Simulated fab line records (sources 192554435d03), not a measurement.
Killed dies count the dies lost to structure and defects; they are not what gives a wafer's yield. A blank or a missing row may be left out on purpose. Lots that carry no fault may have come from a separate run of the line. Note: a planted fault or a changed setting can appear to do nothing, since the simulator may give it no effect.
fab line records ; flow n5Finfet
record: lots: 4; wafers: 12; lastDay: 16
route steps=1938 shown BEOL_M2@879 BEOL_M4@1111 PASSIVATION@1936
lots that met no fault: taken from a fault-free run of the same line
startH: hours from the record's first day to the start of the lot's first wafer shown ; waitH: hours elapsed since this lot's preceding step ; " unchanged from the row above ; L1.1+2: several wafers, shown together as one row ; - no value present, or no start provided ; * or withheld: withheld ; < > ~ a bound
route shown NAME@n: a module of which the file shows steps, and the number in the route of the first ; usual: average and standard deviation across the fault-free wafers ; same: alike in all rows ; chamber/n: place in a boat ; sites: the reading at each site ; _std_site: standard deviation of those values ; _edge_site: inner sites' mean taken away from outer sites' mean ; radiusMm: how far each site lies from the wafer's centre ; mask NAME#n: copy n ; behind: the tool/chamber that last shaped the wafer ; hold: what put the lot on hold/how long, in hours/how the hold closed ; device: whichever transistor did not switch (one of n, p or np) ; end of line: the tests these same wafers got at the end of their route ; a step without rows: its recipe alone ; killed: dies lost to structure and defects at the first sort, not the wafer's yield ; map: a wafer's dies, x killed, . not, _ none there
set.NAME: setting as actually run; set.NAME@STEP: the setting as run at that earlier step ; model.NAME: the simulator's own value behind a step, which no gauge read
a table for each step, a row for each wafer; lots at some steps of the route
services: when a tool's chamber went out of use (startH, in hours from the record's first day, below 0 if earlier), for how many hours, and the reason
== steps ==
step: N5_BEOL_M2_DESCUM_33
recipe: chemistry: O2; timeS: 7; sourcePowerW: 50; biasPowerW: 20; pressureMtorr: 20; rfFrequencyHz: 2.712e+07; tempC: 40; resist: CAR-EUV; o2FlowSccm: 225
step: N5_BEOL_M2_ETCH_77
recipe: chemistry: N2/H2; target: underlayer; targetDepthA: 65; maskMaterial: CAR-EUV; timeS: 5.2; ionEnergyEv: 200; pressureMtorr: 30; sourceW: 840; biasW: 150; n2FlowSccm: 200; h2FlowSccm: 200; ends: cleared
step: N5_BEOL_M2_ETCH_69
recipe: chemistry: CF4; target: SiARC; targetDepthA: 156; maskMaterial: CAR-EUV; timeS: 26; ionEnergyEv: 80; pressureMtorr: 40; sourceW: 545; biasW: 36; Ar_flow_sccm: 100; cf4FlowSccm: 100; ends: cleared
step: N5_BEOL_M2_ALD_98
recipe: material: SiO2; targetThkA: 25; tempC: 100; aldPrecursorFamily: BDEAS; aldCoReactant: O2-plasma; pulseTimeS: 1; coReactantPulseTimeS: 1; purgeTimeS: 2; coReactantPurgeTimeS: 2; aldCycles: 17; pressureTorr: 2
step: N5_BEOL_M2_ETCHBACK_99
recipe: chemistry: CHF3; target: SiO2; targetDepthA: 50; timeS: 10.4; sourceW: 215; biasW: 47; Ar_flow_sccm: 200; CHF3_flow_sccm: 12; ionEnergyEv: 100; pressureMtorr: 30
step: N5_BEOL_M2_ETCH_70
recipe: chemistry: N2/H2; target: SOC; targetDepthA: 800; overetchA: 240; maskMaterial: SiARC; tempC: 40; timeS: 130; ionEnergyEv: 200; pressureMtorr: 30; sourceW: 840; biasW: 150; n2FlowSccm: 200; h2FlowSccm: 200
step: N5_BEOL_M2_STRIP_71
recipe: chemistry: N2/H2; tempC: 40; n2FlowSccm: 200; h2FlowSccm: 200; rfFrequencyHz: 6e+07
step: N5_BEOL_M2_STRIP_78
recipe: chemistry: N2/H2; tempC: 40; n2FlowSccm: 200; h2FlowSccm: 200; rfFrequencyHz: 6e+07
step: N5_BEOL_M2_VIA_ETCH_34
recipe: chemistry: C4F6/O2; targetDepthA: 694; maskMaterial: SOC; pressureMtorr: 15; ionEnergyEv: 250; taperDeg: 4; timeS: 65.9; sourceW: 350; biasW: 170; Ar_flow_sccm: 300; C4F6_flow_sccm: 10; O2_flow_sccm: 10
step: N5_BEOL_M2_STRIP_83
recipe: chemistry: C4F6/O2; resist: SiARC; rfFrequencyHz: 6e+07
step: N5_BEOL_M2_STRIP_36
recipe: chemistry: N2/H2; powerW: 450; tempC: 40; pressureMtorr: 20; rfFrequencyHz: 6e+07; overashFraction: 0.3; biasPowerW: 7; h2Frac: 0.5; n2FlowSccm: 200; h2FlowSccm: 200
step: N5_BEOL_M2_TRENCH_ETCH_37
recipe: chemistry: C4F6/O2; targetDepthA: 555.55; target: SiOC; timeS: 29.2; ionEnergyEv: 250; pressureMtorr: 30; sourceW: 355; biasW: 185; Ar_flow_sccm: 300; C4F6_flow_sccm: 10; O2_flow_sccm: 10
usual: C4F6_flow_sccm: 9.998/0.03; O2_flow_sccm: 10.00/0.03; drypumpMotorCurrentA: 5.8/0.48; oesProductAu: 0.83/0.049; rfVppV: 671/13; showerheadPlenumPTorr: 2.88/0.086; throttleValvePct: 21.00/0.22
lot.wafer;tool;chamber;startH;waitH;C4F6_flow_sccm;O2_flow_sccm;drypumpMotorCurrentA;oesProductAu;rfHoursCounterH;rfVppV;showerheadPlenumPTorr;throttleValvePct;model.TiN_of_BEOL_M2_HM_DEP_02.thkNm
L622.1;rieDiel-01;1;168.19;-;-;-;-;-;-;-;-;-;20
L622.2;rieDiel-01;2;168.19;-;-;-;-;-;-;-;-;-;20.2
L622.4;rieDiel-01;0;168.19;-;-;-;-;-;-;-;-;-;20
L623.2;rieDiel-01;3;179.40;-;-;-;-;-;-;-;-;-;20
L623.3;rieDiel-01;2;179.40;-;-;-;-;-;-;-;-;-;20.4
L623.5;rieDiel-01;0;179.40;-;-;-;-;-;-;-;-;-;20.2
L632.1;rieDiel-01;1;220.81;-;10.010;9.97;6.0;0.85;88;651;2.77;21.35;17.6
L632.2;rieDiel-01;2;220.81;-;10.012;9.98;6.2;0.84;53;689;2.89;21.02;17.4
L632.5;rieDiel-01;0;220.81;-;9.971;10.02;5.2;0.80;-;673;2.89;20.68;17.8
L637.4;rieDiel-03;1;253.07;-;10.000;9.98;6.6;0.77;139;652;2.85;21.28;18
L637.5;rieDiel-03;0;253.07;-;10.001;10.00;5.5;0.85;-;674;2.90;20.84;18
L637.6;rieDiel-03;3;253.07;-;10.034;10.03;5.3;0.83;-;683;3.01;21.09;17.8
step: N5_BEOL_M2_ETCH_41
recipe: chemistry: CH3F/O2; target: SiCN; targetDepthA: 299; taperDeg: 2; timeS: 52.5; ionEnergyEv: 120; maskMaterial: TiN; pressureMtorr: 30; sourceW: 395; biasW: 75; Ar_flow_sccm: 150; CH3F_flow_sccm: 30; O2_flow_sccm: 20
step: N5_BEOL_M2_STRIP_97
recipe: chemistry: N2/H2; timeS: 10; powerW: 450; tempC: 40; pressureMtorr: 20; rfFrequencyHz: 6e+07; biasPowerW: 7; n2FlowSccm: 200; h2FlowSccm: 200
step: N5_BEOL_M2_OCD_MEAS_38
usual: trenchDepthNm: 55.5/0.91
lot.wafer;tool;chamber;startH;waitH;trenchDepthNm
L622.1;ocd-01;-;168.35;-;0
L622.2;ocd-01;-;168.35;-;0.2
L622.4;ocd-01;-;168.35;-;0
L623.2;ocd-02;-;179.56;-;0
L623.3;ocd-02;-;179.56;-;0.3
L623.5;ocd-02;-;179.56;-;0
L632.1;ocd-01;-;220.97;-;55.9
L632.2;ocd-01;-;220.97;-;54.5
L632.5;ocd-01;-;220.97;-;56.0
L637.4;ocd-01;-;253.22;-;55.1
L637.5;ocd-01;-;253.22;-;53.6
L637.6;ocd-01;-;253.22;-;56.9
step: N5_BEOL_M2_HM_STRIP_39
recipe: chemistry: peroxideTinStrip; material: TiN; targetDepthA: 250; tempC: 50; timeS: 158
step: N5_BEOL_M2_SRD_40
recipe: timeS: 30; tempC: 23; rinseLiquid: diw; dry: ipaMarangoni
step: N5_BEOL_M2_PRECLEAN_42
recipe: chemistry: residueRemover; timeS: 60; tempC: 40
step: N5_BEOL_M2_SRD_43
recipe: timeS: 30; tempC: 23; rinseLiquid: diw; dry: ipaMarangoni
step: N5_BEOL_M2_DEGAS_44
recipe: ambient: vacuum; tempC: 250; timeS: 60
step: N5_BEOL_M2_PRE_CLEAN_45
recipe: gas: H2/He; timeS: 30; tempC: 250
step: N5_BEOL_M2_ALD_84
recipe: material: TaN; targetThkA: *; tempC: 275; aldPrecursorFamily: PDMAT; aldCoReactant: NH3; pressureTorr: 3; carrierFlowSccm: 1500; pulseTimeS: 2; purgeTimeS: 3; coReactantPurgeTimeS: 2; coReactantPulseTimeS: 3; aldCycles: 30; precursorVesselTempC: 75; precursorVesselPressureTorr: 26.25; precursorVesselCarrierSccm: 1000
step: N5_BEOL_M2_SURFACE_TREAT_85
recipe: gas: Ar; timeS: *; ionEnergyEv: *; ionCurrentMaCm2: 0.5; pressureMtorr: *; arFlowSccm: 30
step: N5_BEOL_M2_CVD_47
recipe: material: Co; targetThkA: 30; tempC: withheld; precursor: CCTBA/H2; pressureTorr: 30; timeS: 223.8
step: N5_BEOL_M2_SPUTTER_48
recipe: material: Cu; targetThkA: 45; tempC: -20; chamberPressurePa: 0.07; powerW: withheld; timeS: 8.29
step: N5_BEOL_M2_ANNEAL_49
recipe: tempC: 400; timeS: 240; ambient: vacuum
step: N5_BEOL_M2_SPUTTER_79
recipe: material: Cu; targetThkA: 45; tempC: -20; chamberPressurePa: 0.07; powerW: withheld; timeS: 8.29
step: N5_BEOL_M2_ANNEAL_80
recipe: tempC: 400; timeS: 240; ambient: vacuum
step: N5_BEOL_M2_SPUTTER_81
recipe: material: Cu; targetThkA: 45; tempC: -20; chamberPressurePa: 0.07; powerW: withheld; timeS: 8.29
step: N5_BEOL_M2_ANNEAL_82
recipe: tempC: 400; timeS: 240; ambient: vacuum
step: N5_BEOL_M2_SPUTTER_86
recipe: material: Cu; targetThkA: 45; tempC: -20; chamberPressurePa: 0.07; powerW: withheld; timeS: 8.29
step: N5_BEOL_M2_ANNEAL_87
recipe: tempC: 400; timeS: 240; ambient: vacuum
step: N5_BEOL_M2_SPUTTER_88
recipe: material: Cu; targetThkA: 45; tempC: -20; chamberPressurePa: 0.07; powerW: withheld; timeS: 8.29
step: N5_BEOL_M2_ANNEAL_89
recipe: tempC: 400; timeS: 240; ambient: vacuum
step: N5_BEOL_M2_SPUTTER_90
recipe: material: Cu; targetThkA: 45; tempC: -20; chamberPressurePa: 0.07; powerW: withheld; timeS: 8.29
step: N5_BEOL_M2_ANNEAL_91
recipe: tempC: 400; timeS: 240; ambient: vacuum
step: N5_BEOL_M2_SPUTTER_92
recipe: material: Cu; targetThkA: 45; tempC: -20; chamberPressurePa: 0.07; powerW: withheld; timeS: 8.29
step: N5_BEOL_M2_ANNEAL_93
recipe: tempC: 400; timeS: 240; ambient: vacuum
step: N5_BEOL_M2_SPUTTER_94
recipe: material: Cu; targetThkA: 45; tempC: -20; chamberPressurePa: 0.07; powerW: withheld; timeS: 8.29
step: N5_BEOL_M2_ANNEAL_95
recipe: tempC: 400; timeS: 240; ambient: vacuum
step: N5_BEOL_M2_CMP_52
recipe: stopOn: SiOC; tOverpolishS: 6.8; downForcePsi: 1; platenRpm: 50; clearingPlatenDownForcePsi: 1.5; clearingPlatenRpm: 50; postCmpClean: cuAlkaline; targetThkNm: 40; clearingPlatenPadVelocityMS: 0.99484; padVelocityMS: 0.99484
usual: motorCurrentA: 5.9/0.55; slurryFilterDpKPa: 13.47/0.14
lot.wafer;tool;chamber;startH;waitH;motorCurrentA;slurryFilterDpKPa;model.Cu_of_BEOL_M2_ECD_50.thkNm
L622.1;cmp-02;2;171.91;0.3;6.4;13.53;0
L622.2;cmp-02;3;171.91;0.3;5.5;13.31;0
L622.4;cmp-02;1;171.91;0.3;7.2;13.51;0
L623.3;cmp-03;2;183.01;0.2;6.4;13.68;0.2
L623.2;cmp-03;3;183.01;0.2;5.7;13.36;0
L623.5;cmp-03;2;183.01;0.2;6.1;13.65;0
L632.2;cmp-03;0;225.10;0.2;5.6;13.55;39.4
L632.1;cmp-03;1;225.10;0.2;5.1;13.63;40
L632.5;cmp-03;1;225.10;0.2;5.3;13.46;38.8
L637.4;cmp-02;2;258.50;0.2;6.7;13.48;37.4
L637.5;cmp-02;0;258.50;0.2;6.3;13.37;38
L637.6;cmp-02;1;258.50;0.2;7.3;13.33;38.8
step: N5_BEOL_M4_RC_MEAS_101
usual: DIBL_N: 37.2/1.8; DIBL_P: 37.5/2.5; IOFF_N: 0.17/0.038; IOFF_P: 0.24/0.046; ION_N: 681/13; ION_P: 469/8.5; SS_N: 71.7/0.6; SS_P: 73.6/0.69; VT_N: 249/3.4; VT_P: -248/3.6
lot.wafer;tool;chamber;startH;waitH;DIBL_N[mV/V];DIBL_P[mV/V];IOFF_N[nA/um];IOFF_P[nA/um];ION_N[uA/um];ION_P[uA/um];SS_N[mV/dec];SS_P[mV/dec];VT_N[mV];VT_P[mV]
L632.1;prober-01;0;254.31;0.0;35.1;33.8;0.13;0.19;674;465;71.8;73.2;254;-252
L632.2;prober-01;0;254.31;0.0;38.0;37.7;0.17;0.26;677;465;72.6;73.9;252;-249
L632.5;prober-01;0;254.31;0.0;38.2;37.9;0.19;0.25;691;473;72.3;74.2;249;-249
L637.4;prober-01;0;287.88;0.5;37.8;39.0;0.20;0.25;697;472;71.6;73.8;247;-251
L637.5;prober-01;0;287.88;0.5;41.4;42.5;0.28;0.32;705;476;72.7;74.9;240;-244
L637.6;prober-01;0;287.88;0.5;36.2;36.3;0.15;0.20;659;458;71.3;73.1;253;-252
step: N5_PASSIVATION_PROBE_49
usual: defectLimitedYield: 91.2/1.4; killed_at_M0_to_M3: 32/10; killed_at_M4_up: 14/6.2; killedAtContacts: 12/6.3; killedAtFrontEnd: 42/13; killedAtOther: 4/3.4; killedDies: 104/17; killedOnRim: 14/3.8; killedOpen: 67/12; killedShort: 34/8.1; sort_bin_4_leakage: 0.02/0.13; sort_bin_5_function: 5.2/0.93; sort_bin_6_memory: 3.2/0.65; sortNPass: 1075/16; sortYieldPct: 91.1/1.4
same: grossDies: 1180; killedAtBackSide: 0; sort_bin_8_speed[%]: 0
lot.wafer;tool;chamber;startH;waitH;defectLimitedYield[%];killed_at_M0_to_M3;killed_at_M4_up;killedAtContacts;killedAtFrontEnd;killedAtOther;killedDies;killedOnRim;killedOpen;killedShort;sort_bin_4_leakage[%];sort_bin_5_function[%];sort_bin_6_memory[%];sortNPass;sortYieldPct[%]
L622.1;prober-02;-;292.77;0.0;0;1085;15;37;41;2;1180;152;84;42;0;95.2;4.2;0;0
L622.2;prober-02;-;292.82;0.1;0;1103;25;23;25;4;1180;152;70;34;0;96.9;3.0;0;0
L622.4;prober-02;-;292.92;0.2;0;1108;12;13;42;5;1180;152;83;48;0;96.0;3.6;0;0
L637.4;prober-01;-;388.81;0.2;91.4;43;17;13;22;7;102;15;70;29;0;5.1;3.1;1078;91.4
L637.5;prober-01;-;388.86;0.2;89.9;41;23;12;29;14;119;13;71;46;0.25;5.9;3.9;1058;89.7
L637.6;prober-01;-;388.91;0.3;89.9;57;19;8;28;7;119;24;76;42;0;5.8;4.2;1061;89.9
killed by level:class
L622.1 BEOL_M2:areaEtch=1050 MOL_CONTACT_COAG:geometricParticle:open=30 BEOL_M0_SAQP:geometricParticle:short=12 FIN_SAQP:geometricParticle:short=10 FIN_SAQP:geometricParticle:open=7 MOL_CONTACT_COAG:geometricParticle:short=7 BEOL_M0_SAQP:geometricParticle:open=6 BEOL_M3:geometricParticle:open=6
L622.2 BEOL_M2:areaEtch=1075 MOL_CONTACT_COAG:geometricParticle:open=19 BEOL_M0_SAQP:geometricParticle:short=11 BEOL_M4:geometricParticle:open=11 BEOL_M0_SAQP:geometricParticle:open=8 FIN_SAQP:geometricParticle:short=6 FIN_SAQP:geometricParticle:open=4 STI_FIN_REVEAL:geometricParticle:open=4
L622.4 BEOL_M2:areaEtch=1047 BEOL_M0_SAQP:geometricParticle:short=17 BEOL_M0_SAQP:geometricParticle:open=14 MOL_CONTACT_COAG:geometricParticle:open=11 FIN_SAQP:geometricParticle:short=9 BEOL_M2:geometricParticle:open=9 BEOL_M1:geometricParticle:open=8 FIN_SAQP:geometricParticle:open=7
L637.4 MOL_CONTACT_COAG:geometricParticle:open=12 BEOL_M1:geometricParticle:open=12 BEOL_M4:geometricParticle:open=9 BEOL_M0_SAQP:geometricParticle:short=8 BEOL_M2:geometricParticle:open=6 BEOL_M5:geometricParticle:open=5 BEOL_M3:geometricParticle:open=5 STI_FIN_REVEAL:geometricParticle:open=4
L637.5 STI_FIN_REVEAL:geometricParticle:open=8 MOL_CONTACT_COAG:geometricParticle:open=8 BEOL_M0_SAQP:geometricParticle:open=8 BEOL_M1:geometricParticle:open=7 BEOL_M2:geometricParticle:open=7 BEOL_M4:geometricParticle:open=6 BEOL_M0_SAQP:geometricParticle:short=6 MIM_BOT:geometricParticle:short=6
L637.6 BEOL_M0_SAQP:geometricParticle:short=11 BEOL_M3:geometricParticle:open=9 BEOL_M0_SAQP:geometricParticle:open=8 BEOL_M1:geometricParticle:open=8 MOL_CONTACT_COAG:geometricParticle:open=6 BEOL_M2:geometricParticle:open=6 DUMMY_GATE:geometricParticle:open=5 BEOL_M0:geometricParticle:short=5
map L622.1 (x killed, . not)
_________________xxxxxxxxxxxx________________
______________xxxxxxxxxxxxxxxxxx_____________
___________xxxxxxxxxxxxxxxxxxxxxxxx__________
__________xxxxxxxxxxxxxxxxxxxxxxxxxx_________
________xxxxxxxxxxxxxxxxxxxxxxxxxxxxxx_______
_______xxxxxxxxxxxxxxxxxxxxxxxxxxxxxxxx______
______xxxxxxxxxxxxxxxxxxxxxxxxxxxxxxxxxx_____
_____xxxxxxxxxxxxxxxxxxxxxxxxxxxxxxxxxxxx____
____xxxxxxxxxxxxxxxxxxxxxxxxxxxxxxxxxxxxxx___
___xxxxxxxxxxxxxxxxxxxxxxxxxxxxxxxxxxxxxxxx__
___xxxxxxxxxxxxxxxxxxxxxxxxxxxxxxxxxxxxxxxx__
__xxxxxxxxxxxxxxxxxxxxxxxxxxxxxxxxxxxxxxxxxx_
__xxxxxxxxxxxxxxxxxxxxxxxxxxxxxxxxxxxxxxxxxx_
_xxxxxxxxxxxxxxxxxxxxxxxxxxxxxxxxxxxxxxxxxxxx
_xxxxxxxxxxxxxxxxxxxxxxxxxxxxxxxxxxxxxxxxxxxx
_xxxxxxxxxxxxxxxxxxxxxxxxxxxxxxxxxxxxxxxxxxxx
_xxxxxxxxxxxxxxxxxxxxxxxxxxxxxxxxxxxxxxxxxxxx
_xxxxxxxxxxxxxxxxxxxxxxxxxxxxxxxxxxxxxxxxxxxx
_xxxxxxxxxxxxxxxxxxxxxxxxxxxxxxxxxxxxxxxxxxxx
_xxxxxxxxxxxxxxxxxxxxxxxxxxxxxxxxxxxxxxxxxxxx
_xxxxxxxxxxxxxxxxxxxxxxxxxxxxxxxxxxxxxxxxxxxx
__xxxxxxxxxxxxxxxxxxxxxxxxxxxxxxxxxxxxxxxxxx_
__xxxxxxxxxxxxxxxxxxxxxxxxxxxxxxxxxxxxxxxxxx_
___xxxxxxxxxxxxxxxxxxxxxxxxxxxxxxxxxxxxxxxx__
___xxxxxxxxxxxxxxxxxxxxxxxxxxxxxxxxxxxxxxxx__
____xxxxxxxxxxxxxxxxxxxxxxxxxxxxxxxxxxxxxx___
_____xxxxxxxxxxxxxxxxxxxxxxxxxxxxxxxxxxxx____
______xxxxxxxxxxxxxxxxxxxxxxxxxxxxxxxxxx_____
_______xxxxxxxxxxxxxxxxxxxxxxxxxxxxxxxx______
________xxxxxxxxxxxxxxxxxxxxxxxxxxxxxx_______
__________xxxxxxxxxxxxxxxxxxxxxxxxxx_________
___________xxxxxxxxxxxxxxxxxxxxxxxx__________
______________xxxxxxxxxxxxxxxxxx_____________
_________________xxxxxxxxxxxx________________
map L632.5 (x killed, . not)
_________________............________________
______________.x......x....x..x._____________
___________..........x.x.....x.....__________
__________.........................._________
________.................x............_______
_______.....x.x....x.xx...........x....______
______......xx.x..x......x........x....._____
_____x.x.x....x........x..x......x.......____
____.......x..x...........................___
___................x.x.................x.x.__
___.........................xx.......x.....__
__.......................x.................._
__.x.............x..x.......x..............._
_......x.........x...........................
_.......x..x.x...............x...............
_.x.....x..........x............x..x.........
_........x..........x.x................x.....
_............................................
_......x...xx.............x..................
_....x....xx..............xx.........xx.xx...
_..........xx..x....x.......x..x....x........
__..................x..x.x......xx.........._
__......................x..x................_
___x.................x.......xx.....x....x.__
___x..................x............x.x...x.__
____.x.x..............x.........x......x..___
_____......................x.............____
______......................x..........._____
_______................................______
________.....................x.....x.._______
__________.x..............x........._________
___________.......x.x....x.....x.x.__________
______________x.x.x...........x._____________
_________________.x...x......________________
== services ==
tool;chamber;startH;hours;kind
cmp-02;-;148.91;4.0;pm
cmp-02;-;152.91;-;consumableReplace:conditioner
cmp-02;-;152.91;-;consumableReplace:pad
rieDiel-03;1;153.56;4.8;repair
rieDiel-03;-;167.43;14.6;pm
rieDiel-03;-;189.91;1.7;repair
cmp-02;-;224.12;7.7;pm
== key ==
firstSign: step: N5_BEOL_M2_TRENCH_ETCH_37; reading: toolRecord; direction: missing
effect: step: N5_BEOL_M2_OCD_MEAS_38; reading: trenchDepthNm; direction: down; sigmas: 61; usual: 55.5; struck: 0.1
effect: step: N5_PASSIVATION_PROBE_49; reading: killed_at_M0_to_M3; direction: up; sigmas: 99+; usual: 32; struck: 1099
modelEffect: step: N5_BEOL_M2_TRENCH_ETCH_37; value: TiN_of_BEOL_M2_HM_DEP_02.thkNm; without: 17.8; struck: 20.13
modelEffect: step: N5_BEOL_M2_CMP_52; value: Cu_of_BEOL_M2_ECD_50.thkNm; without: 39; struck: 0.03333
moreKillsBornAt: N5_BEOL_M2_TRENCH_ETCH_37@rieDiel-01: 3172
metAt N5_BEOL_M2_TRENCH_ETCH_37
struckWafers L622.1,L622.2,L622.4,L623.2,L623.3,L623.5
rowsEnd L623.2,L623.3,L623.5
laterRowsLeftOut L622.1,L622.2,L622.4
fault: kind: skippedStepWhole; tool: rieDiel-01; chamber: -; onsetH: 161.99; steps: N5_BEOL_M2_TRENCH_ETCH_37; scope: struckLotsOnly
laterRowsLeftOut: the simulator's readings of these wafers behind a module that went badly wrong aren't trusted and aren't shown, but for the sort
rowsEnd: these wafers met a further fault down the route, and their rows from its step on are left out
